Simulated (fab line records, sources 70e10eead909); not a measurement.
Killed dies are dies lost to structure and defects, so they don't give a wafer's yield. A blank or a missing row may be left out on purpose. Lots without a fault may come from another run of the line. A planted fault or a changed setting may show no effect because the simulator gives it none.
fab line records | flow nand_harc
record lots=7 wafers=20 last_day=24
route steps=1159 shown A_CONTACT@960 A_BLC@964
lots that met no fault: from a run of the same line without faults
start_h: hours from the record's first day to the start of the lot's first wafer shown | wait_h: hours since the lot's step before | " the same as in the row above | L1.1+2: a row that stands for several wafers | - no value, or no start given | * or withheld: withheld | < > ~ a bound
route shown NAME@n: a module of which the file shows steps, and the number in the route of the first | usual: mean/standard deviation of fault-free wafers | same: alike in all rows | chamber/n: place in a boat | sites: the reading at each site | _std_site: their standard deviation | _edge_site: outer sites' mean less inner sites' | radius_mm: how far each site lies from the wafer's centre | mask NAME#n: copy n | behind: the tool/chamber that last shaped the wafer | hold: why the lot was held/for how many hours/how that ended | device: the transistor (n, p or np) that didn't switch | end of line: the same wafers' tests at the end of the route | a step without rows: its recipe alone | killed: dies lost to structure and defects at the first sort, not the wafer's yield | map: a wafer's dies, x killed, . not, _ none there
set.NAME: the setting as run; set.NAME@STEP: as run at that earlier step | model.NAME: the simulator's own value behind a step, which no gauge read
lots at some steps of the route; a table a step, a row a wafer
services: from which hour (start_h, from the record's first day; less than 0 if before it) a tool's chamber was out of use, for how many hours, and why
## steps
# step NHARC_A_CONTACT_CMP_20
# recipe t_overpolish_s=30 target_thk_nm=300
# usual motor_current_A=11.7/1.5 overpolish_run_s=30.000/0.0078 pad_life_wafers=266/180 slurry_flow_ml_min=150.1/0.46 time_to_endpoint_s=60.5/2.5
# columns lot.wafer tool chamber start_h wait_h motor_current_A overpolish_run_s pad_life_wafers slurry_flow_ml_min time_to_endpoint_s
L128.4 cmp-01 3 388.25 0.5 17.6 29.999 30 150.1 61.7
L128.2 " 0 " " 11.4 29.996 31 150.7 59.4
L128.3 " 1 " " 12.5 29.995 32 150.5 62.7
L130.3 cmp-01 0 402.60 0.4 10.6 29.983 114 149.6 58.4
L130.1 " 2 " " 13.1 29.997 116 150.2 55.8
L130.5 " 1 " " 11.3 29.994 - 148.9 62.3
L135.3 cmp-01 2 441.17 0.5 13.1 30.004 342 149.6 56.9
L135.4 " 0 " " 10.5 30.006 344 150.6 58.4
L135.2 " 1 " " 11.1 29.988 345 149.9 59.6
L137.3 cmp-04 2 446.22 0.5 11.5 30.002 247 150.3 62.4
L137.4 " 0 " " 10.2 30.008 249 150.1 59.6
L140.3 cmp-02 3 455.63 0.4 11.1 30.009 139 150.5 61.2
L140.4 " 0 " " 12.1 30.005 140 149.9 60.0
L140.1 " 1 " " 12.1 30.000 141 149.6 61.6
L147.3 cmp-04 1 503.39 0.4 10.9 29.995 12 150.0 63.0
L147.5 " 1 " " 11.1 30.008 - 149.9 62.3
L147.6 " 2 " " 11.2 29.996 - 150.7 62.8
L146.2 cmp-02 2 515.76 0.6 12.2 29.986 450 150.0 59.1
L146.3 " 3 " " 10.7 30.005 451 149.5 60.1
L146.4 " 1 " " 11.8 29.999 453 150.4 55.2
# step NHARC_A_CONTACT_SRD_22
# step NHARC_A_CONTACT_INSPECT_23
# usual raw_defect_count=447/150
# columns lot.wafer tool chamber start_h wait_h raw_defect_count
L128.2 defect_inspect-02 - 388.65 0.1 680
L128.3 " - " " 582
L128.4 " - " " 800
L130.1 defect_inspect-02 - 403.00 0.1 516
L130.3 " - " " 784
L130.5 " - " " 582
L135.2 defect_inspect-01 - 441.57 0.1 639
L135.3 " - " " 737
L135.4 " - " " 436
L137.3 defect_inspect-02 - 446.60 0.1 367
L137.4 " - " " 451
L140.1 defect_inspect-01 - 456.00 0.1 227
L140.3 " - " " 253
L140.4 " - " " 238
L147.3 defect_inspect-01 - 503.79 0.1 361
L147.5 " - " " 347
L147.6 " - " " 305
L146.2 defect_inspect-01 - 516.16 0.1 327
L146.3 " - " " 399
L146.4 " - " " 410
# step NHARC_A_BLC_DEHYDRATE_00
# recipe temp_c=150 time_s=120
# step NHARC_A_BLC_HMDS_01
# recipe time_s=30
# step NHARC_A_BLC_COAT_02
# recipe temp_c=260 time_s=75
# step NHARC_A_BLC_COAT_03
# recipe temp_c=225 time_s=65
# step NHARC_A_BLC_COAT_04
# recipe spin_rpm=1500 resist_thk_nm=90
# step NHARC_A_BLC_SOFTBAKE_05
# recipe temp_c=105 time_s=55
# step NHARC_A_BLC_EBR_06
# step NHARC_A_BLC_EXPOSE_07
# recipe na=1.35 target_cd_nm=100 dose_mj=67.97 mask_id=A_BLC
# step NHARC_A_BLC_PEB_08
# recipe peb_temp_c=100 peb_time_s=65
# usual heater_power_total_W=156.6/0.42 plate_temp_C=99.99/0.13
# columns lot.wafer tool chamber start_h wait_h heater_power_total_W plate_temp_C
L128.2 litho_track-06 0 389.08 0.1 156.6 99.86
L128.3 " 0 " " 156.5 99.96
L128.4 " 0 " " 156.0 99.81
L130.1 litho_track-04 0 403.43 0.1 156.0 99.76
L130.3 " 0 " " 156.9 100.23
L130.5 " 0 " " 157.0 99.98
L135.2 litho_track-04 0 441.87 0.1 156.9 99.78
L135.3 " 0 " " 156.9 99.83
L135.4 " 0 " " 156.6 99.93
L137.3 litho_track-04 0 447.04 0.0 157.1 100.01
L137.4 " 0 " " 156.3 99.97
L140.1 litho_track-04 0 456.30 0.1 157.1 99.87
L140.3 " 0 " " 157.0 99.92
L140.4 " 0 " " 156.0 99.87
L147.3 litho_track-01 0 504.22 0.1 157.2 100.00
L147.5 " 0 " " 156.2 100.06
L147.6 " 0 " " 156.8 99.95
L146.2 litho_track-06 0 516.58 0.1 155.8 100.10
L146.3 " 0 " " 155.9 100.09
L146.4 " 0 " " 155.9 100.06
# step NHARC_A_BLC_DEVELOP_09
# recipe develop_time_s=35 dev_temp_c=23
# step NHARC_A_BLC_CD_MEAS_10
# recipe target_cd_nm=100 landing_energy_ev=500
# usual cd_nm=100.2/0.44
# columns lot.wafer tool chamber start_h wait_h cd_nm
L128.2 cd_sem-02 0 389.16 - 100.6
L128.3 " 0 " " 100.0
L128.4 " 0 " " 100.2
L130.1 cd_sem-02 0 403.50 - 99.8
L130.3 " 0 " " 100.4
L130.5 " 0 " " 99.7
L135.2 cd_sem-01 0 441.95 - 99.7
L135.3 " 0 " " 105.4
L135.4 " 0 " " 105.2
L137.3 cd_sem-03 0 447.12 - 105.2
L137.4 " 0 " " 105.6
L140.1 cd_sem-03 0 456.38 - 100.5
L140.3 " 0 " " 104.9
L140.4 " 0 " " 105.1
L147.3 cd_sem-03 0 504.31 - 100.0
L147.5 " 0 " " 100.0
L147.6 " 0 " " 99.4
L146.2 cd_sem-02 0 516.66 - 100.1
L146.3 " 0 " " 100.8
L146.4 " 0 " " 101.2
# step NHARC_A_BLC_OVL_MEAS_11
# usual overlay_x_nm=0.2/0.8 overlay_y_nm=0.0/0.9
# columns lot.wafer tool chamber start_h wait_h overlay_x_nm overlay_y_nm
L128.2 overlay-01 - 389.24 - 0.0 -0.6
L128.3 " - " " -0.6 0.2
L128.4 " - " " -0.1 -0.3
L130.1 overlay-02 - 403.60 - -0.5 0.2
L130.3 " - " " -0.4 0.6
L130.5 " - " " 0.1 1.0
L135.2 overlay-02 - 442.04 - 0.6 -0.7
L135.3 " - " " 0.0 -0.8
L135.4 " - " " 0.3 -0.1
L137.3 overlay-01 - 447.20 - -0.4 -0.7
L137.4 " - " " -0.7 -1.0
L140.1 overlay-02 - 456.47 - -0.7 0.6
L140.3 " - " " -0.1 0.8
L140.4 " - " " -0.2 0.3
L147.3 overlay-01 - 504.39 - 2.1 -0.8
L147.5 " - " " 2.1 -0.7
L147.6 " - " " 1.7 -0.8
L146.2 overlay-01 - 516.75 - 0.8 1.4
L146.3 " - " " 0.6 1.8
L146.4 " - " " 0.3 2.1
# step NHARC_A_BLC_INSPECT_12
# usual raw_defect_count=32/14
# columns lot.wafer tool chamber start_h wait_h raw_defect_count
L128.2 defect_inspect-01 - 389.28 0.0 22
L128.3 " - " " 13
L128.4 " - " " 19
L130.1 defect_inspect-02 - 403.63 0.0 39
L130.3 " - " " 42
L130.5 " - " " 38
L135.2 defect_inspect-01 - 442.08 0.0 48
L135.3 " - " " 38
L135.4 " - " " 41
L137.3 defect_inspect-02 - 447.24 0.0 39
L137.4 " - " " 39
L140.1 defect_inspect-01 - 456.51 0.0 13
L140.3 " - " " 14
L140.4 " - " " 24
L147.3 defect_inspect-02 - 504.43 0.0 14
L147.5 " - " " 9
L147.6 " - " " 17
L146.2 defect_inspect-02 - 516.79 0.0 36
L146.3 " - " " 41
L146.4 " - " " 39
# step NHARC_A_BLC_DESCUM_15
# recipe time_s=3 o2_flow_sccm=200 ar_flow_sccm=0 bias_power_w=0 chemistry=O2
# usual drypump_motor_current_A=5.5/0.47 oes_product_au=1.002/0.0069 rf_vpp_V=57.7/0.93 showerhead_plenum_p_Torr=1.89/0.083 throttle_valve_pct=11.311/0.0093
# columns lot.wafer tool chamber start_h wait_h drypump_motor_current_A oes_product_au rf_hours_counter_h rf_vpp_V showerhead_plenum_p_Torr throttle_valve_pct model.A_BLC.cd_nm
L128.4 rie_diel-12 0 389.34 0.1 5.4 0.999 0 58.0 1.91 11.292 99.9
L128.3 " 1 " " 5.4 1.003 0 59.1 2.00 11.319 100.4
L128.2 " 2 " " 5.6 1.005 0 57.6 1.94 11.317 100.6
L130.3 rie_diel-03 2 403.70 0.1 5.8 1.000 0 57.7 1.77 11.325 100.2
L130.1 " 3 " " 5.6 1.008 1 56.6 1.78 11.331 99.51
L130.5 " 1 " " 4.6 1.007 - 57.8 1.92 11.310 100.1
L135.2 rie_diel-12 2 442.15 0.1 5.6 1.010 5 57.9 1.94 11.309 99.93
L135.4 " 3 " " 6.4 1.001 5 55.7 1.78 11.323 104.9
L135.3 " 0 " " 5.4 1.008 5 57.2 1.91 11.306 105.1
L137.3 rie_diel-12 2 447.30 0.1 5.6 0.994 6 55.9 1.94 11.315 105
L137.4 " 1 " " 5.4 1.006 5 57.3 2.00 11.301 104.8
L140.3 rie_diel-12 3 456.58 0.1 6.4 1.000 7 58.3 1.78 11.317 104.7
L140.4 " 0 " " 5.3 1.008 6 58.2 1.91 11.309 105
L140.1 " 1 " " 5.4 1.006 7 58.9 2.00 11.312 100.5
L147.3 rie_diel-08 3 504.58 0.2 5.7 1.006 5 56.8 1.84 11.294 99.84
L147.5 " 0 " " 6.0 0.994 - 58.9 1.97 11.309 100.1
L147.6 " 1 " " 5.2 1.000 - 57.8 1.94 11.316 99.73
L146.2 rie_diel-12 2 516.85 0.1 5.6 1.002 13 57.9 1.94 11.320 100.5
L146.3 " 3 " " 6.4 1.001 12 56.6 1.78 11.312 100.8
L146.4 " 0 " " 5.4 1.009 12 58.5 1.91 11.334 101.1
# step NHARC_A_BLC_ETCH_16
# recipe target_depth_a=390 over_etch_frac=0.3 time_s=65 ion_energy_ev=80 cf4_flow_sccm=150 ar_flow_sccm=0 rf_w=300 bias_w=100 chemistry=CF4
# usual bias_w=100.03/0.27 drypump_motor_current_A=5.5/0.47 oes_product_au=1.001/0.0072 rf_vpp_V=150.9/1.3 showerhead_plenum_p_Torr=1.74/0.071 throttle_valve_pct=13.284/0.0085
# columns lot.wafer tool chamber start_h wait_h bias_w drypump_motor_current_A oes_product_au rf_hours_counter_h rf_vpp_V showerhead_plenum_p_Torr throttle_valve_pct
L128.2 rie_diel-12 2 389.43 0.1 99.80 5.6 1.008 0 151.4 1.79 13.281
L128.4 " 3 " " 99.83 6.4 1.000 0 150.3 1.66 13.294
L128.3 " 0 " " 100.24 5.4 1.003 0 151.0 1.77 13.283
L130.1 rie_diel-03 2 403.79 0.1 100.31 5.8 1.008 0 149.3 1.65 13.280
L130.3 " 3 " " 100.11 5.5 1.017 1 149.9 1.65 13.287
L130.5 " 1 " " 100.11 4.6 1.013 - 151.3 1.77 13.296
L135.3 rie_diel-12 1 442.22 0.1 99.98 5.4 1.014 5 151.4 1.84 13.279
L135.2 " 2 " " 99.63 5.5 1.014 5 150.8 1.79 13.283
L135.4 " 0 " " 99.85 5.4 1.014 5 151.2 1.77 13.284
L137.3 rie_diel-12 2 447.40 0.1 99.76 5.6 1.001 6 152.6 1.79 13.269
L137.4 " 3 " " 100.36 6.4 1.001 6 150.0 1.66 13.274
L140.4 rie_diel-12 1 456.65 0.1 99.96 5.4 1.006 7 152.0 1.84 13.292
L140.3 " 3 " " 99.96 6.4 1.000 7 148.5 1.66 13.274
L140.1 " 0 " " 100.54 5.4 1.000 6 150.9 1.77 13.276
L147.3 rie_diel-08 3 504.66 0.1 99.82 5.6 1.010 5 150.4 1.70 13.272
L147.5 " 2 " " 99.97 5.6 0.994 - 149.5 1.67 13.295
L147.6 " 3 " " 99.98 5.6 1.008 - 150.3 1.70 13.276
L146.3 rie_diel-12 2 516.93 0.1 99.99 5.6 1.004 13 152.8 1.79 13.285
L146.4 " 3 " " 99.77 6.4 1.004 12 150.6 1.65 13.280
L146.2 " 0 " " 99.86 5.3 0.991 12 150.5 1.76 13.279
# step NHARC_A_BLC_ETCH_17
# recipe target_depth_a=3900 over_etch_frac=0.25 time_s=609.38 ion_energy_ev=200 n2_flow_sccm=150 h2_flow_sccm=150 ar_flow_sccm=0 rf_w=400 bias_w=150 chemistry=N2/H2
# usual bias_w=150.0/0.45 drypump_motor_current_A=5.5/0.44 h2_flow_sccm=150.0/0.4 oes_product_au=1.001/0.0069 rf_vpp_V=429.8/2.8 showerhead_plenum_p_Torr=2.01/0.092 throttle_valve_pct=14.171/0.0099
# columns lot.wafer tool chamber start_h wait_h bias_w drypump_motor_current_A h2_flow_sccm oes_product_au rf_hours_counter_h rf_vpp_V showerhead_plenum_p_Torr throttle_valve_pct
L128.4 rie_diel-12 2 - - 150.2 5.6 149.5 0.993 0 431.4 2.07 14.169
L128.2 " 3 " " 150.0 6.5 149.9 0.992 0 425.9 1.90 14.170
L128.3 " 0 " " 149.6 5.4 149.7 1.003 0 430.9 2.04 14.165
L130.3 rie_diel-03 2 - - 149.7 5.8 150.1 1.006 1 426.3 1.89 14.176
L130.1 " 3 " " 149.3 5.6 149.6 1.001 1 426.8 1.89 14.166
L130.5 " 2 " " 149.6 5.8 150.5 0.997 - 425.0 1.89 14.169
L135.3 rie_diel-12 2 - - 150.3 5.6 150.2 0.996 5 429.5 2.07 14.185
L135.4 " 3 " " 150.6 6.4 150.6 0.997 5 426.3 1.90 14.166
L135.2 " 0 " " 150.2 5.4 150.1 0.997 5 430.6 2.04 14.151
L137.4 rie_diel-12 0 - - 150.1 5.4 150.7 1.004 5 430.5 2.04 14.148
L137.3 " 3 " " 150.1 6.4 150.2 0.996 6 426.8 1.90 14.177
L140.1 rie_diel-12 1 - - 149.9 5.4 149.6 1.011 7 434.5 2.13 14.152
L140.3 " 2 " " 149.7 5.6 150.4 0.997 7 431.3 2.07 14.156
L140.4 " 3 " " 150.1 6.4 150.1 1.003 7 425.8 1.90 14.167
L147.3 rie_diel-08 1 - - 150.5 5.2 150.7 0.995 7 430.4 2.07 14.180
L147.5 " 0 " " 150.1 6.0 149.9 0.993 - 432.9 2.10 14.180
L147.6 " 1 " " 150.5 5.2 150.3 0.989 - 430.7 2.07 14.184
L146.3 rie_diel-12 1 - - 150.2 5.4 149.8 1.006 13 432.5 2.13 14.191
L146.4 " 3 " " 149.4 6.4 149.8 0.992 12 426.2 1.89 14.163
L146.2 " 0 " " 151.0 5.4 149.4 1.002 12 428.0 2.03 14.180
# step NHARC_A_BLC_ETCH_18
# recipe target_depth_a=9100 c4f8_flow_sccm=20 o2_flow_sccm=10 ar_flow_sccm=withheld rf_w=600 bias_w=1500 chemistry=C4F8/O2/Ar
# usual bias_w=1500/4.3 oes_product_au=0.960/0.019 rf_vpp_V=976/5.8
# columns lot.wafer tool chamber start_h wait_h bias_w oes_product_au rf_hours_counter_h rf_vpp_V model.A_BLC.cd_nm
L128.4 rie_diel-12 3 - - 1500 0.988 0 969 103.5
L128.3 " 0 " " 1501 0.967 0 977 100.5
L128.2 " 1 " " 1507 0.970 0 985 103.5
L130.3 rie_diel-03 3 - - 1500 0.948 1 969 99.53
L130.1 " 1 " " 1494 0.961 1 980 99.07
L130.5 " 0 " " 1500 0.937 - 983 99.83
L135.2 rie_diel-12 2 - - 1494 0.954 6 980 100.4
L135.3 " 0 " " 1500 0.969 5 977 105.2
L135.4 " 1 " " 1492 0.940 5 984 103.6
L137.4 rie_diel-12 3 - - 1492 0.959 6 970 104.9
L137.3 " 0 " " 1505 0.980 6 978 104.1
L140.4 rie_diel-12 1 - - 1496 0.989 7 984 106.5
L140.3 " 2 " " 1502 0.954 7 981 106.6
L140.1 " 3 " " 1488 0.957 7 970 100.8
L147.3 rie_diel-08 0 - - 1504 0.936 6 982 100.7
L147.5 " 3 " " 1500 0.955 - 972 100.7
L147.6 " 0 " " 1497 0.943 - 983 101.3
L146.2 rie_diel-12 1 - - 1496 0.955 14 984 103
L146.3 " 3 " " 1505 0.939 12 968 100.3
L146.4 " 0 " " 1495 0.946 12 978 100.3
# step NHARC_A_BLC_CD_MEAS_19
# usual cd_nm=100.6/1.4
# columns lot.wafer tool chamber start_h wait_h cd_nm
L128.2 cd_sem-03 - 390.31 - 103.3
L128.3 " - " " 100.4
L128.4 " - " " 102.8
L130.1 cd_sem-02 - 404.68 - 99.4
L130.3 " - " " 99.4
L130.5 " - " " 99.2
L135.2 cd_sem-01 - 443.11 - 100.3
L135.3 " - " " 105.1
L135.4 " - " " 103.6
L137.3 cd_sem-01 - 448.28 - 104.3
L137.4 " - " " 104.9
L140.1 cd_sem-03 - 457.54 - 100.9
L140.3 " - " " 106.5
L140.4 " - " " 106.5
L147.3 cd_sem-01 - 505.58 - 100.7
L147.5 " - " " 100.9
L147.6 " - " " 101.5
L146.2 cd_sem-01 - 517.82 - 103.0
L146.3 " - " " 100.4
L146.4 " - " " 100.2
## services
# columns tool chamber start_h hours kind
cmp-04 - 364.74 0.4 repair
cmp-01 - 375.78 4.0 pm
rie_diel-12 - 379.40 9.0 pm
rie_diel-12 0 379.40 9.0 vent_cycle
rie_diel-12 1 379.40 9.0 vent_cycle
rie_diel-03 - 392.39 9.0 pm
cmp-04 - 399.13 4.0 pm
cmp-02 - 422.50 4.0 pm
cmp-02 - 431.99 0.2 repair
cmp-01 - 435.85 3.8 repair
litho_track-01 - 443.00 7.0 pm
rie_diel-08 - 446.38 0.3 repair
cmp-04 - 446.39 1.4 repair
rie_diel-03 2 450.70 7.6 repair
cmp-02 - 461.72 0.9 repair
litho_track-06 - 467.00 7.0 pm
cmp-01 - 473.78 4.0 pm
rie_diel-08 - 479.18 9.0 pm
cmp-04 - 488.82 4.6 repair
litho_track-04 - 491.00 7.0 pm
cmp-04 - 497.25 4.0 pm
rie_diel-03 2 510.46 2.5 repair
cmp-01 - 512.70 4.6 repair
rie_diel-08 3 515.61 8.2 repair
## key
first_sign step=NHARC_A_BLC_CD_MEAS_10 reading=cd_nm direction=up sigmas=12 usual=100.2 struck=105.2
effect step=NHARC_A_BLC_CD_MEAS_19 reading=cd_nm direction=up sigmas=3.2 usual=100.6 struck=105.2
model_effect step=NHARC_A_BLC_DESCUM_15 value=A_BLC.cd_nm without=99.88 struck=104.9
model_effect step=NHARC_A_BLC_ETCH_18 value=A_BLC.cd_nm without=100.1 struck=105.1
met_at NHARC_A_BLC_PEB_08
struck_wafers L135.3,L135.4,L137.3,L137.4,L140.3,L140.4
tester_left_out L135,L137,L140
onset_between 403.43 441.87
fault kind=process_parameter_drift tool=litho_track-04 chamber=- onset_h=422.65 steps=NHARC_A_BLC_PEB_08 channel=peb_time_s offset=* shape=step end_h=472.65 scope=struck_wafers_only acts_in=* stated=*
# tester_left_out: of these lots the tester's yield and bins aren't shown, on N5 and GAA mostly nor the transistor test; their killed dies are dies lost to structure and defects alone, not to doping, threshold or leakage, so they don't give the yield
